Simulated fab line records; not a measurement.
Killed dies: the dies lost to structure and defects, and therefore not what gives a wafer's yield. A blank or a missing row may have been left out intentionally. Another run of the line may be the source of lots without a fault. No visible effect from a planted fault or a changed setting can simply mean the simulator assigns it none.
Struck lot and sound lot, side by side    flow nand_harc    14 out of 1159 route steps
Sound: these wafers, L679.1, L679.2, L679.6. Wafers struck: L684.3, L684.4, L684.6. The cause comes at the end.
Each step with rows lists, per side, the tool, then ch with its chambers, then its first start. Under that, the readings that differ: sound wafers    struck wafers    difference of the means    sigmas: that difference in standard deviations of wafers without a fault.
alike: readings whose means differ by less than 2 such deviations, and words and numbers that are the same on both sides. not compared: withheld readings, readings that some wafer has no value for, bounds like >300 that may hide the same value, and numbers for which the record gives no deviation and whose values overlap.
A row with sigmas, a row that says differs or no value, or rows on one side alone: a step with any of these is where the two part. Numbers that have no deviation but don't overlap get no sigmas and don't part them. A reading missing from all wafers of one side parts the sides only when that side holds two or more wafers.

NHARC_P_GATE_STRIP_95: strips in O2.
  sound on plasma_asher-02 ch 0,1, day 5 13:28; struck on plasma_asher-01 ch 0,1, day 6 18:04
  alike: drypump_motor_current_A, heater_power_w
  not compared: rf_hours_counter_h
then, 1 step without rows for these wafers: NHARC_P_GATE_STRIP_96 (strips in SPM, time 900 s).
NHARC_P_GATE_RTA_64: time 1 s.
  sound on rtp_anneal-02 ch 0, day 5 14:01; struck on rtp_anneal-01 ch 0, day 6 18:40
reading              sound              struck             difference  sigmas
lamp_zone_3_pct (%)  35.67 35.72 35.72  35.31 35.34 35.29  -0.39       -2
  alike: lamp_power_pct, wafer_temp_C_max
then, 1 step without rows for these wafers: NHARC_P_GATE_ETCH_77 (etches SiO2 in dHF, target depth 6 nm).
NHARC_P_GATE_DEGAS_109: time 60 s.
  sound: pvd_sputter-02 at day 5 14:20; struck: pvd_sputter-01 at day 6 18:55
  alike: heater_power_w
then, 5 steps without rows for these wafers: NHARC_P_GATE_PRE_CLEAN_110 (time 30 s); NHARC_P_GATE_SPUTTER_78 (material Ni, target thk 10 nm); NHARC_P_GATE_SPUTTER_79 (material TiN, target thk 10 nm); NHARC_P_GATE_RTA_80 (time 30 s); NHARC_P_GATE_STRIP_67 (strips in SPM, time 600 s).
NHARC_P_GATE_RTA_82: time 30 s.
  sound on rtp_anneal-01 ch 0, day 5 15:07; struck on rtp_anneal-01 ch 0, day 6 19:47
  alike: lamp_power_pct, lamp_zone_3_pct, wafer_temp_C_max
NHARC_P_GATE_INSPECT_68:
  sound: defect_inspect-01 at day 5 15:19; struck: defect_inspect-01 at day 6 19:55
  alike: raw_defect_count
NHARC_P_CONTACT_DEP_30: deposits SiNx, target thk 30 nm.
  sound on pecvd-04 ch 0,2, day 5 15:36; struck on pecvd-01 ch 0,1,2, day 6 20:04
  no value came back on the struck wafers for heater_power_outer_w (W), heater_power_w (W); on the sound wafers heater_power_outer_w (W) reads 390 389 380
NHARC_P_CONTACT_DEP_00: deposits SiO2, target thk 500 nm.
  sound on pecvd-04 ch 0,2; struck on pecvd-01 ch 0,1,2, day 6 20:18
  alike: chamber_pressure_Torr, heater_power_outer_w, heater_power_w, throttle_valve_pct

## WHERE THEY PART
First at NHARC_P_GATE_RTA_64; last, within this record, at NHARC_P_CONTACT_DEP_30. Later steps at which nothing parts them and some readings are alike: NHARC_P_CONTACT_DEP_00.

WHY: what had been put in by the simulator
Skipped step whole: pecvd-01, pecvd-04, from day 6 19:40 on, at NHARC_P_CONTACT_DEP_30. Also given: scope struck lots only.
